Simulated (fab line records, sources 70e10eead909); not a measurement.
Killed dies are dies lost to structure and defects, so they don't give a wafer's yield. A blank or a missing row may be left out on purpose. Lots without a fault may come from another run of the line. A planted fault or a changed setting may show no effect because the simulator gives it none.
Which tool did it? | flow nand_harc | 14 lots, 42 wafers sampled, at 5 steps of a route of 1302

WHAT THE GAUGES READ, wafer by wafer
NHARC_A_SOURCE_PLATE_THK_MEAS_06: measures by ellipsometry. Usual: thk_nm 199.7 nm, standard deviation 1.7.
lot  | measured     | on            | thk_nm (nm)       | flag
L494 | day 7 18:07  | film_metro-01 | 202.7 203.1 202.0 |
L495 | day 8 04:17  | film_metro-01 | 199.8 198.9 198.6 |
L496 | day 8 17:46  | film_metro-02 | 197.6 196.4 196.5 |
L497 | day 8 21:01  | film_metro-02 | 199.4 199.9 199.5 |
L498 | day 9 22:58  | film_metro-01 | 198.9 202.1 201.2 |
L499 | day 9 22:58  | film_metro-02 | 198.5 201.9 199.0 |
L501 | day 11 01:56 | film_metro-02 | 197.9 198.3 200.3 |
L502 | day 11 01:56 | film_metro-01 | 200.7 200.6 199.2 |
L504 | day 11 21:05 | film_metro-02 | 199.1 197.8 196.7 |
L510 | day 14 20:16 | film_metro-01 | 198.5 200.6 201.0 |
L511 | day 14 20:16 | film_metro-02 | 201.4 201.5 200.4 |
L513 | day 15 13:25 | film_metro-01 | 200.3 199.7 200.6 |
L516 | day 17 00:44 | film_metro-01 | 199.7 200.8 200.6 |
L517 | day 17 14:28 | film_metro-01 | 200.6 198.9 199.0 |

NHARC_A_ONON_D1_THK_MEAS_14: measures by ellipsometry. Usual: thk_nm 998 nm, standard deviation 11.
lot  | measured     | on            | thk_nm (nm)    | flag
L494 | day 7 21:03  | film_metro-01 | 1016 1015 1015 |
L495 | day 8 07:12  | film_metro-01 | 998 999 999    |
L496 | day 8 20:40  | film_metro-02 | 985 983 983    |
L497 | day 8 23:57  | film_metro-01 | 1001 1000 1000 |
L498 | day 10 01:53 | film_metro-01 | 988 988 989    |
L499 | day 10 01:54 | film_metro-02 | 1016 1016 1015 |
L501 | day 11 04:52 | film_metro-02 | 999 998 998    |
L502 | day 11 04:51 | film_metro-01 | 1000 1001 1004 |
L504 | day 12 00:03 | film_metro-02 | 1004 1004 1007 |
L510 | day 14 23:11 | film_metro-01 | 990 991 989    |
L511 | day 14 23:10 | film_metro-01 | 1002 1004 1003 |
L513 | day 15 16:20 | film_metro-02 | 1002 1002 1001 |
L516 | day 17 03:39 | film_metro-01 | 1000 1000 998  |
L517 | day 17 17:22 | film_metro-02 | 1011 1012 1012 |

NHARC_A_ONON_D1_THK_MEAS_18: measures by ellipsometry. Usual: thk_nm 999 nm, standard deviation 10.
lot  | measured     | on            | thk_nm (nm)    | flag
L494 | day 8 08:13  | film_metro-02 | 997 999 998    |
L495 | day 8 15:01  | film_metro-02 | 991 992 990    |
L496 | day 9 04:53  | film_metro-01 | 987 988 988    |
L497 | day 9 04:54  | film_metro-01 | 1002 1000 1000 |
L498 | day 10 11:48 | film_metro-02 | 999 1000 999   |
L499 | day 10 11:48 | film_metro-01 | 978 981 979    |
L501 | day 11 12:28 | film_metro-01 | 1000 999 999   |
L502 | day 11 12:28 | film_metro-02 | 997 993 995    |
L504 | day 12 07:52 | film_metro-02 | 1008 1007 1008 |
L510 | day 15 07:31 | film_metro-01 | 1516 1518 1519 | OFF
L511 | day 15 07:31 | film_metro-02 | 997 996 998    |
L513 | day 16 00:08 | film_metro-01 | 1518 1519 1517 | OFF
L516 | day 17 13:10 | film_metro-01 | 991 991 991    |
L517 | day 18 00:58 | film_metro-01 | 1004 1004 1005 |

NHARC_END_SORT_01. Usual: killed_at_array 53, standard deviation 18; killed_at_other 0.8, standard deviation 1.1; killed_at_periphery 4.1, standard deviation 2.7; killed_dies 58, standard deviation 18; killed_open 3.1, standard deviation 1.7; killed_short 2.7, standard deviation 1.7.
lot  | measured     | on        | killed_at_array | killed_at_other | killed_at_periphery | killed_dies | killed_open | killed_short | flag
L502 | day 28 10:03 | prober-01 | 96 74 66        | 0 0 0           | 2 5 2               | 98 79 68    | 3 4 2       | 3 4 6        |
L504 | day 28 19:38 | prober-02 | 60 57 72        | 1 1 1           | 5 3 1               | 66 61 74    | 5 3 1       | 5 5 2        |
L510 | day 31 13:25 | prober-01 | 676 673 675     | 0 1 0           | 1 3 2               | 677 677 677 | 4 3 4       | 4 4 2        | OFF
L513 | day 32 08:52 | prober-01 | 671 676 673     | 1 0 0           | 5 1 4               | 677 677 677 | 1 4 3       | 0 2 1        | OFF

WHICH TOOL RAN EACH LOT (tool, then ch and the chambers of the sampled wafers, then the start)
lot  | NHARC_A_ONON_D1_DEP_16
L494 | pecvd_onon-01 ch 0, day 8 07:45
L495 | pecvd_onon-04 ch 0, day 8 14:30
L496 | pecvd_onon-04 ch 0, day 9 04:23
L497 | pecvd_onon-01 ch 0, day 9 04:23
L498 | pecvd_onon-02 ch 0, day 10 11:17
L499 | pecvd_onon-04 ch 0, day 10 11:20
L501 | pecvd_onon-04 ch 0, day 11 11:58
L502 | pecvd_onon-01 ch 0, day 11 12:01
L504 | pecvd_onon-04 ch 0, day 12 07:21
L510 | pecvd_onon-01 ch 0, day 15 07:00
L511 | pecvd_onon-04 ch 0, day 15 07:00
L513 | pecvd_onon-01 ch 0, day 15 23:37
L516 | pecvd_onon-04 ch 0, day 17 12:43
L517 | pecvd_onon-02 ch 0, day 18 00:31
- NHARC_A_ONON_D1_DEP_16: target thk 1000 nm.

WHAT THE TOOLS THEMSELVES READ (means of the sampled wafers that have a number; where no wafer has one, the mark that the record gives instead)
NHARC_A_ONON_D1_DEP_16. Usual: n2_flow_sccm 2748 sccm, standard deviation 8.4.
lot  | tool          | n2_flow_sccm (sccm) | flag
L494 | pecvd_onon-01 | 2747                |
L495 | pecvd_onon-04 | 2745                |
L496 | pecvd_onon-04 | 2763                |
L497 | pecvd_onon-01 | 2736                |
L498 | pecvd_onon-02 | 2740                |
L499 | pecvd_onon-04 | 2758                |
L501 | pecvd_onon-04 | 2753                |
L502 | pecvd_onon-01 | 2747                |
L504 | pecvd_onon-04 | 2742                |
L510 | pecvd_onon-01 | 2747                |
L511 | pecvd_onon-04 | 2751                |
L513 | pecvd_onon-01 | 2758                |
L516 | pecvd_onon-04 | 2742                |
L517 | pecvd_onon-02 | 2738                |

THE ANSWER, worked out from the rows above alone
Rule: a lot is off if the mean of its wafers that have a number lies more than 3 standard deviations from the usual mean. A lot without any number at a reading at which 4 lots or more have one is off too. The other lots that the step has rows for count as sound. The gauges are gone through in route order, then the tools' own readings, and for those a lot's mean is taken as printed above. The first step at which some lot is off is used, and at that step the reading that is off furthest; a lot without a number counts as furthest.
Off: L510, L513, at NHARC_A_ONON_D1_THK_MEAS_18 (thk_nm).
A tool fits if, at a process step before that reading, it ran every lot that is off, and no sound lot after the first of them. The gauges at NHARC_A_ONON_D1_THK_MEAS_18 aren't tried: what is off there is off at NHARC_END_SORT_01 too, on other tools, and a gauge's error can't cause that. One fits: pecvd_onon-01 at NHARC_A_ONON_D1_DEP_16. Its last sound lot is L502 (day 11 12:01), its first lot that is off L510 (day 15 07:00): a fault that began between those two fits.

WHAT THE SIMULATOR HAD PUT IN
Process parameter drift: pecvd_onon-01, from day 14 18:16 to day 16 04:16, at NHARC_A_ONON_D1_DEP_16. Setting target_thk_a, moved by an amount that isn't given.
Lots struck among those shown: L510, L513. The rule above found the same.
